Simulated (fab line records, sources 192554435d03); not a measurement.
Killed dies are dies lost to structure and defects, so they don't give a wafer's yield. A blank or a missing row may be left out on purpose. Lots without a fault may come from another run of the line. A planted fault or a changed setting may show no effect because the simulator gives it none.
Which tool did it? | flow n5_finfet | 10 lots, 30 wafers sampled, at 6 steps of a route of 1938

WHAT THE GAUGES READ, wafer by wafer
N5_BEOL_M3_THK_MEAS_53: measures by xrf. Usual: M3_THK 39.5 nm, standard deviation 1.7.
lot  | measured     | on            | M3_THK (nm)    | flag
L709 | day 7 13:46  | film_metro-01 | 37.1 35.1 36.3 |
L712 | day 8 04:10  | film_metro-01 | 40.6 39.1 42.1 |
L713 | day 8 08:29  | film_metro-01 | 39.6 39.0 41.1 |
L714 | day 8 18:46  | film_metro-02 | 39.2 40.5 41.4 |
L716 | day 9 09:37  | film_metro-01 | 38.5 40.7 38.8 |
L718 | day 9 16:06  | film_metro-02 | 37.8 37.5 38.0 |
L720 | day 10 12:56 | film_metro-01 | 37.9 41.0 39.0 |
L721 | day 10 14:38 | film_metro-02 | 38.1 39.0 40.5 |
L726 | day 11 16:58 | film_metro-01 | 38.7 38.9 41.0 |
L731 | day 12 21:26 | film_metro-02 | 38.7 40.5 39.3 |

N5_BEOL_M4_RC_MEAS_101. Usual: DIBL_N 36.8 mV/V, standard deviation 1.5; DIBL_P 37.1 mV/V, standard deviation 2.1; IOFF_N 0.168 nA/um, standard deviation 0.03; IOFF_P 0.22 nA/um, standard deviation 0.034; ION_N 679 uA/um, standard deviation 12; ION_P 466 uA/um, standard deviation 8; SS_N 71.7 mV/dec, standard deviation 0.58; SS_P 73.5 mV/dec, standard deviation 0.67; VT_N 248.8 mV, standard deviation 2.7; VT_P -250 mV, standard deviation 3.3.
lot  | measured     | on        | DIBL_N (mV/V)  | DIBL_P (mV/V)  | IOFF_N (nA/um)    | IOFF_P (nA/um) | ION_N (uA/um) | ION_P (uA/um) | SS_N (mV/dec)  | SS_P (mV/dec)  | VT_N (mV)         | VT_P (mV)      | flag
L709 | day 8 02:38  | prober-01 | 37.6 37.3 38.0 | 39.4 37.8 39.2 | 0.203 0.181 0.197 | 0.29 0.25 0.28 | 694 679 679   | 475 466 470   | 71.2 71.3 71.7 | 74.3 73.5 74.9 | 245.8 249.1 247.4 | -247 -248 -246 |
L712 | day 8 11:34  | prober-02 | 36.4 38.7 36.0 | 37.5 40.5 37.8 | 0.165 0.200 0.152 | 0.22 0.27 0.23 | 677 687 679   | 468 468 468   | 71.8 72.6 71.0 | 72.7 74.0 72.7 | 247.4 246.2 251.6 | -253 -247 -246 |
L713 | day 8 17:46  | prober-01 | 37.7 39.2 34.7 | 38.3 37.7 33.1 | 0.187 0.213 0.126 | 0.26 0.24 0.17 | 678 680 667   | 467 460 458   | 72.6 72.9 71.5 | 74.2 73.9 73.1 | 247.7 248.0 252.7 | -246 -247 -252 |
L714 | day 9 06:04  | prober-01 | 35.4 35.5 35.6 | 37.0 37.0 37.2 | 0.167 0.166 0.183 | 0.22 0.21 0.22 | 671 680 684   | 469 463 470   | 71.3 71.8 71.2 | 74.0 72.8 73.4 | 247.2 245.1 244.9 | -249 -248 -247 |
L716 | day 9 19:59  | prober-02 | 38.5 35.3 37.8 | 38.9 36.3 39.0 | 0.202 0.153 0.204 | 0.22 0.19 0.24 | 682 678 696   | 455 466 467   | 72.4 72.1 72.0 | 74.0 73.2 74.1 | 246.2 250.0 245.2 | -250 -253 -249 |
L718 | day 10 00:07 | prober-02 | 40.3 36.5 38.9 | 41.8 36.5 41.4 | 0.264 0.150 0.217 | 0.28 0.18 0.27 | 698 660 677   | 468 452 467   | 72.5 70.7 72.4 | 74.9 74.0 74.1 | 243.8 251.1 244.8 | -250 -253 -249 |
L720 | day 11 00:38 | prober-02 | 37.1 36.8 37.4 | 39.3 40.2 40.5 | 0.176 0.175 0.181 | 0.24 0.27 0.27 | 677 670 674   | 463 463 466   | 72.4 72.5 72.5 | 73.6 74.6 74.3 | 250.6 249.6 247.8 | -246 -246 -246 |
L721 | day 11 02:07 | prober-02 | 34.3 36.4 35.6 | 32.5 34.9 34.2 | 0.132 0.166 0.152 | 0.19 0.22 0.21 | 662 676 670   | 465 470 461   | 70.9 71.2 71.0 | 73.3 73.4 74.0 | 250.2 247.7 249.4 | -251 -250 -250 |
L726 | day 12 04:27 | prober-01 | 38.4 37.9 37.8 | 38.2 37.6 38.1 | 0.189 0.169 0.193 | 0.24 0.24 0.25 | 696 677 708   | 480 464 484   | 72.0 71.6 72.4 | 73.4 73.5 74.2 | 246.2 245.0 243.7 | -250 -249 -245 |
L731 | day 14 02:40 | prober-01 | 37.7 38.0 35.4 | 38.6 37.2 34.7 | 0.167 0.171 0.135 | 0.25 0.22 0.18 | 676 680 667   | 467 469 455   | 71.3 71.0 71.3 | 73.1 72.6 72.9 | 249.5 249.2 252.4 | -246 -248 -251 |

WHICH TOOL RAN EACH LOT (tool, then ch and the chambers of the sampled wafers, then the start)
lot  | N5_BEOL_M3_SPUTTER_90        | N5_BEOL_M3_ECD_50              | N5_BEOL_M3_CMP_52             | N5_BEOL_M3_DEP_57
L709 | pvd_sputter-01, day 7 12:19  | ecd_cu-02 ch 0,1, day 7 13:05  | cmp-04 ch 0,1,2, day 7 13:28  | pecvd-02 ch 0,1,2, day 7 13:57
L712 | pvd_sputter-01, day 8 02:43  | ecd_cu-02 ch 0, day 8 03:29    | cmp-03 ch 0,1, day 8 03:52    | pecvd-04 ch 1,2, day 8 04:22
L713 | pvd_sputter-01, day 8 07:02  | ecd_cu-01 ch 0,1, day 8 07:49  | cmp-03 ch 0,1,3, day 8 08:11  | pecvd-01 ch 0,1,2, day 8 08:41
L714 | pvd_sputter-03, day 8 16:59  | ecd_cu-02 ch 0,1, day 8 17:46  | cmp-02 ch 0,1,3, day 8 18:33  | pecvd-02 ch 0,1, day 8 18:58
L716 | pvd_sputter-01, day 9 08:08  | ecd_cu-02 ch 0,1, day 9 08:55  | cmp-02 ch 2,3, day 9 09:19    | pecvd-04 ch 0,1, day 9 09:48
L718 | pvd_sputter-01, day 9 14:39  | ecd_cu-02 ch 0,1, day 9 15:25  | cmp-04 ch 0,2,3, day 9 15:50  | pecvd-04 ch 0,1, day 9 16:18
L720 | pvd_sputter-01, day 10 11:28 | ecd_cu-02 ch 0,1, day 10 12:16 | cmp-04 ch 0,2, day 10 12:41   | pecvd-04 ch 0,1, day 10 13:10
L721 | pvd_sputter-02, day 10 13:11 | ecd_cu-02 ch 0,1, day 10 13:58 | cmp-02 ch 0,3, day 10 14:20   | pecvd-04 ch 0,1, day 10 14:50
L726 | pvd_sputter-02, day 11 15:10 | ecd_cu-01 ch 0,1, day 11 15:58 | cmp-02 ch 0,2,3, day 11 16:44 | pecvd-04 ch 0,2, day 11 17:09
L731 | pvd_sputter-03, day 12 19:58 | ecd_cu-01 ch 0, day 12 20:46   | cmp-03 ch 0,2, day 12 21:10   | pecvd-02 ch 0,2, day 12 21:37
- N5_BEOL_M3_SPUTTER_90: material Cu, target thk 4.5 nm, time 8.29 s.
- N5_BEOL_M3_ECD_50: material Cu, target thk 300 nm.
- N5_BEOL_M3_CMP_52: polishes, stops on SiOC, t overpolish 6.8 s, target thk 40 nm.
- N5_BEOL_M3_DEP_57: deposits SiCN from 3MS/NH3, target thk 8 nm, time 14 s.

WHAT THE TOOLS THEMSELVES READ (means of the sampled wafers that have a number; where no wafer has one, the mark that the record gives instead)
N5_BEOL_M3_SPUTTER_90. Usual: throttle_valve_pct 30.0 %, standard deviation 0.63.
lot  | tool           | throttle_valve_pct (%) | flag
L709 | pvd_sputter-01 | 30.2                   |
L712 | pvd_sputter-01 | 29.9                   |
L713 | pvd_sputter-01 | 30.2                   |
L714 | pvd_sputter-03 | 30.1                   |
L716 | pvd_sputter-01 | 30.4                   |
L718 | pvd_sputter-01 | 30.0                   |
L720 | pvd_sputter-01 | 30.3                   |
L721 | pvd_sputter-02 | 29.0                   |
L726 | pvd_sputter-02 | 30.4                   |
L731 | pvd_sputter-03 | 30.8                   |

N5_BEOL_M3_CMP_52. Usual: motor_current_A 6.3 A, standard deviation 0.63; time_to_endpoint_s 64 s, standard deviation 3.8.
lot  | tool   | motor_current_A (A) | time_to_endpoint_s (s) | flag
L709 | cmp-04 | 5.8                 | 63                     |
L712 | cmp-03 | 6.3                 | 68                     |
L713 | cmp-03 | 6.3                 | 65                     |
L714 | cmp-02 | 6.4                 | 65                     |
L716 | cmp-02 | 6.3                 | 65                     |
L718 | cmp-04 | 5.6                 | 61                     |
L720 | cmp-04 | 6.1                 | 60                     |
L721 | cmp-02 | 6.1                 | 41                     | OFF
L726 | cmp-02 | 6.7                 | 64                     |
L731 | cmp-03 | 6.7                 | 62                     |

N5_BEOL_M3_DEP_57. Usual: chamber_pressure_Torr 3.001 Torr, standard deviation 0.0078; showerhead_plenum_p_Torr 3.662 Torr, standard deviation 0.0071; throttle_valve_pct 9.3 %, standard deviation 0.74.
lot  | tool     | chamber_pressure_Torr (Torr) | showerhead_plenum_p_Torr (Torr) | throttle_valve_pct (%) | flag
L709 | pecvd-02 | 2.996                        | 3.663                           | 9.1                    |
L712 | pecvd-04 | 3.007                        | 3.663                           | 10.0                   |
L713 | pecvd-01 | 3.004                        | 3.653                           | 9.1                    |
L714 | pecvd-02 | 3.009                        | 3.662                           | 9.4                    |
L716 | pecvd-04 | 2.998                        | 3.661                           | 9.4                    |
L718 | pecvd-04 | 3.005                        | 3.661                           | 9.7                    |
L720 | pecvd-04 | 3.002                        | 3.664                           | 10.0                   |
L721 | pecvd-04 | 2.996                        | 3.661                           | 9.7                    |
L726 | pecvd-04 | 3.001                        | 3.660                           | 8.5                    |
L731 | pecvd-02 | 3.005                        | 3.658                           | 9.3                    |

THE ANSWER, worked out from the rows above alone
Rule: a lot is off if the mean of its wafers that have a number lies more than 3 standard deviations from the usual mean. A lot without any number at a reading at which 4 lots or more have one is off too. The other lots that the step has rows for count as sound. The gauges are gone through in route order, then the tools' own readings, and for those a lot's mean is taken as printed above. The first step at which some lot is off is used, and at that step the reading that is off furthest; a lot without a number counts as furthest.
Off: L721, at N5_BEOL_M3_CMP_52 (time_to_endpoint_s).
A tool fits if, at that step or a process step before it, it ran every lot that is off, and no sound lot after the first of them. One fits: ecd_cu-02 at N5_BEOL_M3_ECD_50. Its last sound lot is L720 (day 10 12:16), its first lot that is off L721 (day 10 13:58): a fault that began between those two fits.

WHAT THE SIMULATOR HAD PUT IN
Process parameter drift: ecd_cu-02, from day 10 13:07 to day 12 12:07, at N5_BEOL_M3_ECD_50. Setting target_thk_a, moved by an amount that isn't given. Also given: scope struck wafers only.
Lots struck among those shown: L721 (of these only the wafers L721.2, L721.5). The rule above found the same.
